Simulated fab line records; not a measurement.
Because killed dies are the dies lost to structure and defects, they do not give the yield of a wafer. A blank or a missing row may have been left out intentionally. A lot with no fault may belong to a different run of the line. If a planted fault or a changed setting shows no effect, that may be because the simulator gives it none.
Split-lot experiment / flow n5-finfet / 7 lots, 39 wafers read, on a route of 1938 steps

## THE SPLIT
At N5_BEOL_M4_ILD_DEP_00 (deposits SiOC from DEMS/O2, target thk 79 nm, time 15.3 s), the setting target-thk-a was moved away from the recipe's 790 angstrom on 9 of the 39 wafers read, by -31.7% to -28.7%. The other wafers ran this setting at the recipe's value.

Between the split and the reading, the file records no step.

## THE READING
M4_ILD_THK, in nm, at N5_BEOL_M4_THK_MEAS_01. Fault-free wafers of this fab line usually give 78.8 nm, standard deviation 0.92 nm.

wafer=L075.1; tool, chamber at the split=pecvd-03, 0; target-thk-a as run, angstrom=790; against the recipe=recipe; M4_ILD_THK, nm=77.2; against lot-mates on the recipe=-
wafer=L075.2; tool, chamber at the split=pecvd-03, 1; target-thk-a as run, angstrom=790; against the recipe=recipe; M4_ILD_THK, nm=78.0; against lot-mates on the recipe=-
wafer=L075.3; tool, chamber at the split=pecvd-03, 2,0; target-thk-a as run, angstrom=790; against the recipe=recipe; M4_ILD_THK, nm=78.1; against lot-mates on the recipe=-
wafer=L075.4; tool, chamber at the split=pecvd-03, 1,2; target-thk-a as run, angstrom=790; against the recipe=recipe; M4_ILD_THK, nm=79.0; against lot-mates on the recipe=-
wafer=L075.5; tool, chamber at the split=pecvd-03, 2,0; target-thk-a as run, angstrom=790; against the recipe=recipe; M4_ILD_THK, nm=78.1; against lot-mates on the recipe=-
wafer=L075.6; tool, chamber at the split=pecvd-03, 1,2; target-thk-a as run, angstrom=790; against the recipe=recipe; M4_ILD_THK, nm=78.9; against lot-mates on the recipe=-
wafer=L078.1; tool, chamber at the split=pecvd-04, 2; target-thk-a as run, angstrom=790; against the recipe=recipe; M4_ILD_THK, nm=78.5; against lot-mates on the recipe=-
wafer=L078.2; tool, chamber at the split=pecvd-04, 1; target-thk-a as run, angstrom=790; against the recipe=recipe; M4_ILD_THK, nm=79.5; against lot-mates on the recipe=-
wafer=L078.3; tool, chamber at the split=pecvd-04, 0; target-thk-a as run, angstrom=539.3; against the recipe=-31.7%; M4_ILD_THK, nm=54.8; against lot-mates on the recipe=-24.6
wafer=L078.4; tool, chamber at the split=pecvd-04, 0; target-thk-a as run, angstrom=539.3; against the recipe=-31.7%; M4_ILD_THK, nm=54.3; against lot-mates on the recipe=-25.1
wafer=L078.5; tool, chamber at the split=pecvd-04, 1; target-thk-a as run, angstrom=790; against the recipe=recipe; M4_ILD_THK, nm=80.2; against lot-mates on the recipe=-
wafer=L078.6; tool, chamber at the split=pecvd-04, 2; target-thk-a as run, angstrom=539.3; against the recipe=-31.7%; M4_ILD_THK, nm=55.1; against lot-mates on the recipe=-24.3
wafer=L082.1; tool, chamber at the split=pecvd-01, 1; target-thk-a as run, angstrom=790; against the recipe=recipe; M4_ILD_THK, nm=78.0; against lot-mates on the recipe=-
wafer=L082.2; tool, chamber at the split=pecvd-01, 2; target-thk-a as run, angstrom=790; against the recipe=recipe; M4_ILD_THK, nm=77.1; against lot-mates on the recipe=-
wafer=L082.3; tool, chamber at the split=pecvd-01, 1; target-thk-a as run, angstrom=790; against the recipe=recipe; M4_ILD_THK, nm=80.1; against lot-mates on the recipe=-
wafer=L082.4; tool, chamber at the split=pecvd-01, 2; target-thk-a as run, angstrom=790; against the recipe=recipe; M4_ILD_THK, nm=78.8; against lot-mates on the recipe=-
wafer=L082.5; tool, chamber at the split=pecvd-01, 2; target-thk-a as run, angstrom=790; against the recipe=recipe; M4_ILD_THK, nm=78.9; against lot-mates on the recipe=-
wafer=L082.6; tool, chamber at the split=pecvd-01, 1; target-thk-a as run, angstrom=790; against the recipe=recipe; M4_ILD_THK, nm=80.3; against lot-mates on the recipe=-
wafer=L085.1; tool, chamber at the split=pecvd-01, 0; target-thk-a as run, angstrom=790; against the recipe=recipe; M4_ILD_THK, nm=78.2; against lot-mates on the recipe=-
wafer=L085.2; tool, chamber at the split=pecvd-01, 2; target-thk-a as run, angstrom=790; against the recipe=recipe; M4_ILD_THK, nm=78.1; against lot-mates on the recipe=-
wafer=L085.3; tool, chamber at the split=pecvd-01, 1,2; target-thk-a as run, angstrom=544.9; against the recipe=-31.0%; M4_ILD_THK, nm=54.4; against lot-mates on the recipe=-24.3
wafer=L085.4; tool, chamber at the split=pecvd-01, 1; target-thk-a as run, angstrom=790; against the recipe=recipe; M4_ILD_THK, nm=79.9; against lot-mates on the recipe=-
wafer=L085.5; tool, chamber at the split=pecvd-01, 1,2; target-thk-a as run, angstrom=544.9; against the recipe=-31.0%; M4_ILD_THK, nm=54.3; against lot-mates on the recipe=-24.4
wafer=L085.6; tool, chamber at the split=pecvd-01, 0; target-thk-a as run, angstrom=544.9; against the recipe=-31.0%; M4_ILD_THK, nm=55.3; against lot-mates on the recipe=-23.4
wafer=L088.1; tool, chamber at the split=pecvd-01, 2; target-thk-a as run, angstrom=790; against the recipe=recipe; M4_ILD_THK, nm=79.1; against lot-mates on the recipe=-
wafer=L088.2; tool, chamber at the split=pecvd-01, 0; target-thk-a as run, angstrom=790; against the recipe=recipe; M4_ILD_THK, nm=78.4; against lot-mates on the recipe=-
wafer=L088.4; tool, chamber at the split=pecvd-01, 1; target-thk-a as run, angstrom=790; against the recipe=recipe; M4_ILD_THK, nm=79.6; against lot-mates on the recipe=-
wafer=L091.1; tool, chamber at the split=pecvd-04, 2,0; target-thk-a as run, angstrom=790; against the recipe=recipe; M4_ILD_THK, nm=78.7; against lot-mates on the recipe=-
wafer=L091.2; tool, chamber at the split=pecvd-04, 2,0; target-thk-a as run, angstrom=790; against the recipe=recipe; M4_ILD_THK, nm=78.8; against lot-mates on the recipe=-
wafer=L091.3; tool, chamber at the split=pecvd-04, 1; target-thk-a as run, angstrom=790; against the recipe=recipe; M4_ILD_THK, nm=79.6; against lot-mates on the recipe=-
wafer=L091.4; tool, chamber at the split=pecvd-04, 0; target-thk-a as run, angstrom=790; against the recipe=recipe; M4_ILD_THK, nm=79.3; against lot-mates on the recipe=-
wafer=L091.5; tool, chamber at the split=pecvd-04, 1; target-thk-a as run, angstrom=790; against the recipe=recipe; M4_ILD_THK, nm=79.9; against lot-mates on the recipe=-
wafer=L091.6; tool, chamber at the split=pecvd-04, 2; target-thk-a as run, angstrom=790; against the recipe=recipe; M4_ILD_THK, nm=80.1; against lot-mates on the recipe=-
wafer=L097.1; tool, chamber at the split=pecvd-03, 0; target-thk-a as run, angstrom=562.9; against the recipe=-28.7%; M4_ILD_THK, nm=56.3; against lot-mates on the recipe=-23.5
wafer=L097.2; tool, chamber at the split=pecvd-03, 2; target-thk-a as run, angstrom=562.9; against the recipe=-28.7%; M4_ILD_THK, nm=56.8; against lot-mates on the recipe=-23.0
wafer=L097.3; tool, chamber at the split=pecvd-03, 1; target-thk-a as run, angstrom=790; against the recipe=recipe; M4_ILD_THK, nm=78.2; against lot-mates on the recipe=-
wafer=L097.4; tool, chamber at the split=pecvd-03, 2; target-thk-a as run, angstrom=790; against the recipe=recipe; M4_ILD_THK, nm=80.2; against lot-mates on the recipe=-
wafer=L097.5; tool, chamber at the split=pecvd-03, 0; target-thk-a as run, angstrom=562.9; against the recipe=-28.7%; M4_ILD_THK, nm=56.4; against lot-mates on the recipe=-23.4
wafer=L097.6; tool, chamber at the split=pecvd-03, 1; target-thk-a as run, angstrom=790; against the recipe=recipe; M4_ILD_THK, nm=80.9; against lot-mates on the recipe=-
The file does not say which wafer passed through which chamber wherever a row lists several chambers: such a row stands for several wafers.

FIT RESULTS
A straight line over all 39 wafers: M4_ILD_THK changes by +0.776 nm for each +1% of target-thk-a; r = +1.00; the points scatter about the line by 0.88 nm.
The same after taking each lot's own level away (the mean of its wafers on the recipe; 39 wafers): +0.786 nm for each +1%; r = +1.00; scatter 0.78 nm.
According to that fit, moving target-thk-a by its largest amount changes the reading by 25 nm.
The lots' own levels span 78.22 to 79.77 nm, that is 1.7 times the standard deviation above.
Consequently the slope shifts little with the lot-to-lot level, the two slopes agreeing.
Check: -25 nm against its lot-mates is what the line predicts for one of the wafers moved furthest among these (-31.7%) when that wafer is left out of the fit. Against them it came out at -24.6 nm.

## THE OTHER SPLITS THESE WAFERS WENT THROUGH
These wafers also went through other splits before the reading. Each is held against what the fit with the lots' levels taken away leaves over:
other split on the same wafers=N5_ZERO_LAYER_DEVELOP_10 develop-time-s; wafers away from the commonest value=15; r with M4_ILD_THK (lot level and that fit taken away)=-0.16
other split on the same wafers=N5_SD_EPI_P_EPI_21 epi-growth-time-s; wafers away from the commonest value=6; r with M4_ILD_THK (lot level and that fit taken away)=+0.10
other split on the same wafers=N5_BEOL_M0_CUTY_DESCUM_61 time-s; wafers away from the commonest value=15; r with M4_ILD_THK (lot level and that fit taken away)=+0.05
other split on the same wafers=N5_BEOL_M2_DESCUM_16 time-s; wafers away from the commonest value=12; r with M4_ILD_THK (lot level and that fit taken away)=+0.11

## THE WHOLE CHAIN: every reading that the file lists as answering this split, in the file's order
step=N5_BEOL_M4_ILD_DEP_00; what it does=deposits SiOC from DEMS/O2, target thk 79 nm, time 15.3 s; reading=SiOC_of_BEOL_M4_ILD_DEP_00.thk-nm (the simulator's own value, which no gauge read); change (the file's fit)=+0.786 nm for each +1% of the setting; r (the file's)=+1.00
step=N5_BEOL_M4_THK_MEAS_01; what it does=; reading=M4_ILD_THK; change (the file's fit)=+0.786 for each +1% of the setting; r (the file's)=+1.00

## THE FILE'S OWN FIT
M4_ILD_THK changes by +0.786 nm for each +1% of target-thk-a, r = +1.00.
